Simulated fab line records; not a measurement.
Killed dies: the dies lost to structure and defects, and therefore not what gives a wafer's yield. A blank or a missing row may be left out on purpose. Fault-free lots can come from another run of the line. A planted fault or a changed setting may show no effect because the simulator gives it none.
Matching of chambers || flow n5Finfet || 4 sister chambers for N5_STI_FIN_REVEAL_STRIP_24 on rieDiel-01
The step strips in N2/H2, time 90 s. 4 wafers are shown with their chamber, then 7 later ones without.

== WAFERS PAIRED WITH THEIR CHAMBERS ==
{"wafer": "L086.3", "chamber": 3, "drypumpMotorCurrentA (A)": 5.8}
{"wafer": "L091.1", "chamber": 0, "drypumpMotorCurrentA (A)": 6.1}
{"wafer": "L093.2", "chamber": 1, "drypumpMotorCurrentA (A)": 5.3}
{"wafer": "L093.4", "chamber": 2, "drypumpMotorCurrentA (A)": 6.4}

== WAFERS WHOSE CHAMBER IS MISSING ==
{"wafer": "L093.6", "drypumpMotorCurrentA (A)": 6.2}
{"wafer": "L095.1", "drypumpMotorCurrentA (A)": 5.3}
{"wafer": "L095.5", "drypumpMotorCurrentA (A)": 5.8}
{"wafer": "L095.6", "drypumpMotorCurrentA (A)": 5.3}
{"wafer": "L096.1", "drypumpMotorCurrentA (A)": 5.3}
{"wafer": "L096.2", "drypumpMotorCurrentA (A)": 6.1}
{"wafer": "L096.6", "drypumpMotorCurrentA (A)": 5.4}

== WHICH CHAMBER EACH ONE RAN IN ==
{"wafer": "L093.6", "from the rows above": "can't be placed: 0 or 2", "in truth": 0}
{"wafer": "L095.1", "from the rows above": 1, "in truth": 1}
{"wafer": "L095.5", "from the rows above": 3, "in truth": 3}
{"wafer": "L095.6", "from the rows above": 1, "in truth": 1}
{"wafer": "L096.1", "from the rows above": 1, "in truth": 1}
{"wafer": "L096.2", "from the rows above": 0, "in truth": 0}
{"wafer": "L096.6", "from the rows above": 1, "in truth": 1}
Placed correctly: 6 of 7. Not placeable from these rows: 1 (in 1, the candidates include the true chamber). 0 placed wrongly.
How it was worked out, from the rows above alone: a wafer's distance from a chamber is the root of the sum, over the readings, of the square of ((its reading less the chamber's mean) divided by the reading's scatter). If the next closest chamber is less than 2 further off than the closest, the wafer can't be placed; otherwise it belongs to the closest. A chamber's mean is the mean of its shown wafers. The scatter: root of mean squared gap, hidden wafer to nearest shown wafer, with one shown wafer a chamber.
